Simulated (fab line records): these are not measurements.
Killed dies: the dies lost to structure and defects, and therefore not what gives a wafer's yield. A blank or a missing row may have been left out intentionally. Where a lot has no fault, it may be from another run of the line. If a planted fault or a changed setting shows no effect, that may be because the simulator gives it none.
Which tool was responsible? -- flow n5_finfet -- 9 lots, 27 wafers sampled, at 5 steps of a route of 1938

## WHAT THE GAUGES READ, wafer by wafer
N5_BEOL_M4_RC_MEAS_101. Usual: DIBL_N 36.3 mV/V, standard deviation 1.7; DIBL_P 36.5 mV/V, standard deviation 1.8; IOFF_N 0.16 nA/um, standard deviation 0.033; IOFF_P 0.21 nA/um, standard deviation 0.037; ION_N 675 uA/um, standard deviation 11; ION_P 462 uA/um, standard deviation 7.9; SS_N 71.6 mV/dec, standard deviation 0.64; SS_P 73.3 mV/dec, standard deviation 0.68; VT_N 249 mV, standard deviation 3.3; VT_P -250 mV, standard deviation 3.3.
lot,measured,on,DIBL_N (mV/V),DIBL_P (mV/V),IOFF_N (nA/um),IOFF_P (nA/um),ION_N (uA/um),ION_P (uA/um),SS_N (mV/dec),SS_P (mV/dec),VT_N (mV),VT_P (mV),flag
L809,day 7 15:28,prober-01,35.4 35.3 34.9,36.0 36.6 36.1,0.14 0.15 0.15,0.19 0.20 0.19,666 684 678,457 469 466,71.4 71.6 71.6,73.2 73.9 73.7,253 249 253,-255 -252 -252,
L815,day 9 10:17,prober-01,37.3 36.6 37.0,38.4 36.7 37.8,0.18 0.17 0.17,0.24 0.22 0.24,680 688 676,466 459 465,72.3 71.7 72.3,72.8 72.8 73.0,247 250 249,-251 -253 -248,
L818,day 10 07:46,prober-02,34.4 36.1 36.9,34.8 37.7 38.2,0.11 0.14 0.15,0.16 0.21 0.20,662 653 662,448 460 450,70.0 70.6 71.1,72.8 73.9 73.8,253 253 251,-257 -251 -253,
L820,day 10 09:15,prober-01,35.8 35.6 34.2,36.3 34.7 33.9,0.16 0.15 0.13,0.20 0.17 0.17,684 666 657,464 450 448,71.3 71.1 71.1,72.9 72.7 72.1,249 249 251,-251 -253 -253,
L821,day 10 15:11,prober-02,37.2 37.7 35.5,37.8 39.0 36.4,0.19 0.19 0.16,0.25 0.27 0.23,685 675 683,472 466 475,72.0 72.6 71.1,72.9 73.8 73.1,246 246 249,-244 -247 -248,
L827,day 12 06:17,prober-02,37.0 38.2 37.9,38.3 39.1 38.9,0.22 0.23 0.24,0.22 0.23 0.23,705 686 683,462 456 458,72.0 72.5 72.2,73.2 73.7 73.6,243 244 240,-251 -248 -250,
L829,day 13 00:05,prober-02,33.4 35.3 34.3,33.1 34.8 33.9,0.13 0.16 0.14,0.17 0.19 0.18,682 677 672,465 462 459,71.4 71.3 71.9,72.7 73.6 73.2,251 247 250,-254 -251 -252,
L832,day 13 10:06,prober-01,33.2 36.3 36.8,33.6 37.7 38.6,0.12 0.18 0.19,0.16 0.21 0.22,669 678 677,452 461 458,71.2 71.9 72.1,72.4 74.4 74.3,252 248 246,-256 -250 -253,
L831,day 13 10:11,prober-02,36.2 37.3 37.5,35.1 36.3 37.0,0.14 0.16 0.16,0.17 0.18 0.20,662 677 673,447 458 458,71.2 72.1 71.5,73.8 73.9 74.2,253 249 247,-251 -254 -253,

N5_BEOL_M6_CD_MEAS_35: target cd 40 nm, target cd y 28 nm. Usual: cd_nm reads 39.6 nm (standard deviation 0.7).
lot,measured,on,cd_nm (nm),flag
L809,day 8 08:47,cd_sem-01,40.0 39.5 39.2,
L815,day 10 02:08,cd_sem-03,41.3 39.7 40.2,
L818,day 11 02:41,cd_sem-03,38.5 39.4 39.5,
L820,day 11 06:10,cd_sem-03,39.4 39.8 39.9,
L821,day 11 10:36,cd_sem-02,39.3 39.6 40.4,
L827,day 13 00:01,cd_sem-03,39.3 38.9 38.7,
L829,day 13 21:46,cd_sem-03,40.0 39.7 40.1,
L832,day 14 07:50,cd_sem-03,39.3 40.4 39.6,
L831,day 14 05:11,cd_sem-02,39.8 39.8 39.1,

## EACH LOT AND THE TOOL THAT RAN IT (in order: tool; ch and the chambers of the sampled wafers; start)
lot,N5_BEOL_M6_HM_OPEN_17,N5_BEOL_M6_DESCUM_33,N5_BEOL_M6_VIA_ETCH_34
L809,"rie_metal-01 ch 0,1, day 8 07:08","rie_diel-03 ch 0,1,2, day 8 08:12","rie_diel-03 ch 0,1,2, day 8 08:23"
L815,"rie_metal-03 ch 0,1, day 10 00:53","rie_diel-01 ch 0,2,3, day 10 01:33","rie_diel-01 ch 0,2,3, day 10 01:44"
L818,"rie_metal-02 ch 0,1, day 11 00:04","rie_diel-01 ch 0,1,3, day 11 02:06","rie_diel-01 ch 0,1,3, day 11 02:17"
L820,"rie_metal-03 ch 0,1, day 11 03:39","rie_diel-03 ch 0,2, day 11 05:35","rie_diel-03 ch 0,2, day 11 05:46"
L821,"rie_metal-02 ch 0, day 11 07:13","rie_diel-03 ch 1,2,3, day 11 10:01","rie_diel-03 ch 1,2,3, day 11 10:11"
L827,"rie_metal-03 ch 0, day 12 22:27","rie_diel-01 ch 0,1, day 12 23:26","rie_diel-01 ch 0,1, day 12 23:37"
L829,"rie_metal-03 ch 0,1, day 13 17:50","rie_diel-06 ch 0,2,3, day 13 21:11","rie_diel-06 ch 0,2,3, day 13 21:22"
L832,"rie_metal-01 ch 0,1, day 14 05:53","rie_diel-06 ch 1,2, day 14 07:08","rie_diel-06 ch 1,2, day 14 07:19"
L831,"rie_metal-03 ch 0,1, day 14 02:38","rie_diel-06 ch 1,3, day 14 04:36","rie_diel-06 ch 1,3, day 14 04:47"
- N5_BEOL_M6_HM_OPEN_17: chemistry Cl2/BCl3, target TiN, target depth 20 nm, overetch 6 nm.
- N5_BEOL_M6_DESCUM_33: chemistry O2, time 7 s.
- N5_BEOL_M6_VIA_ETCH_34: etches SiCOH lowk in C4F6/O2, target depth 126.3 nm, time 50.9 s.

## AS READ BY THE TOOLS THEMSELVES (means over the sampled wafers that have a number; for cases with no such wafer, the mark the record gives instead)
N5_BEOL_M6_HM_OPEN_17. Usual: drypump_motor_current_A 5.9 A, standard deviation 0.6; oes_product_au 0.62 a.u., standard deviation 0.095; throttle_valve_pct 22.28 %, standard deviation 0.23.
lot,tool,drypump_motor_current_A (A),oes_product_au (a.u.),throttle_valve_pct (%),flag
L809,rie_metal-01,5.8,0.56,22.13,
L815,rie_metal-03,5.4,0.55,22.33,
L818,rie_metal-02,6.0,0.56,22.47,
L820,rie_metal-03,6.0,0.56,22.32,
L821,rie_metal-02,6.0,0.56,22.38,
L827,rie_metal-03,6.6,0.57,22.28,
L829,rie_metal-03,5.4,0.74,22.12,
L832,rie_metal-01,5.6,0.69,22.01,
L831,rie_metal-03,6.0,0.66,22.21,

N5_BEOL_M6_DESCUM_33. Usual: drypump_motor_current_A 5.4 A, standard deviation 0.46; oes_product_au 0.78 a.u., standard deviation 0.068; rf_vpp_V 243.0 V, standard deviation 1.3; showerhead_plenum_p_Torr 2.09 Torr, standard deviation 0.07; throttle_valve_pct 20.50 %, standard deviation 0.21.
lot,tool,drypump_motor_current_A (A),oes_product_au (a.u.),rf_vpp_V (V),showerhead_plenum_p_Torr (Torr),throttle_valve_pct (%),flag
L809,rie_diel-03,5.6,0.74,242.8,2.06,20.47,
L815,rie_diel-01,5.7,0.77,244.3,2.16,20.52,
L818,rie_diel-01,5.9,0.81,243.0,2.11,20.38,
L820,rie_diel-03,6.1,0.69,243.2,2.10,20.71,
L821,rie_diel-03,5.5,0.79,242.3,2.05,20.44,
L827,rie_diel-01,5.7,0.81,243.5,2.05,20.43,
L829,rie_diel-06,5.0,0.74,242.7,2.06,20.55,
L832,rie_diel-06,5.3,0.75,242.1,2.08,20.64,
L831,rie_diel-06,5.2,0.76,242.5,2.09,20.50,

N5_BEOL_M6_VIA_ETCH_34. Usual: C4F6_flow_sccm 10.001 sccm, standard deviation 0.03; O2_flow_sccm 10.00 sccm, standard deviation 0.033; drypump_motor_current_A 5.4 A, standard deviation 0.47; oes_product_au 0.78 a.u., standard deviation 0.068; rf_vpp_V 667 V, standard deviation 9.2; showerhead_plenum_p_Torr 2.83 Torr, standard deviation 0.093; throttle_valve_pct 20.90 %, standard deviation 0.24.
lot,tool,C4F6_flow_sccm (sccm),O2_flow_sccm (sccm),drypump_motor_current_A (A),oes_product_au (a.u.),rf_vpp_V (V),showerhead_plenum_p_Torr (Torr),throttle_valve_pct (%),flag
L809,rie_diel-03,9.998,10.00,5.6,0.73,668,2.81,20.93,
L815,rie_diel-01,10.003,10.01,5.8,0.77,666,2.92,20.96,
L818,rie_diel-01,-,-,-,-,-,-,-,OFF
L820,rie_diel-03,-,-,-,-,-,-,-,OFF
L821,rie_diel-03,-,-,-,-,-,-,-,OFF
L827,rie_diel-01,10.022,10.00,5.7,0.82,656,2.78,20.83,
L829,rie_diel-06,9.990,10.00,5.0,0.74,665,2.79,20.91,
L832,rie_diel-06,9.985,9.98,5.3,0.75,676,2.81,21.03,
L831,rie_diel-06,10.014,10.00,5.2,0.75,676,2.82,20.86,

## THE ANSWER, worked out from the rows above alone
Rule: take the mean of a lot's wafers that have a number; if it is more than 3 standard deviations from the usual mean, the lot is off. Also off: a lot with no number at a reading for which 4 or more lots have one. Where the step has rows for the other lots, those lots are counted as sound. First the gauges in route order, then the tools' own readings, where a lot's mean is used as printed above. At the first step where some lot is off, the reading lying furthest off is the one used; lots without a number count as furthest.
Off: L818, L820, L821, at N5_BEOL_M6_VIA_ETCH_34 (C4F6_flow_sccm). Without a number there: L818, L820, L821.
A tool fits if, at that step or a process step before it, it ran every lot that is off, and no sound lot after the first of them. Not one of the candidates tried fits.

## WHAT WAS PUT IN BY THE SIMULATOR
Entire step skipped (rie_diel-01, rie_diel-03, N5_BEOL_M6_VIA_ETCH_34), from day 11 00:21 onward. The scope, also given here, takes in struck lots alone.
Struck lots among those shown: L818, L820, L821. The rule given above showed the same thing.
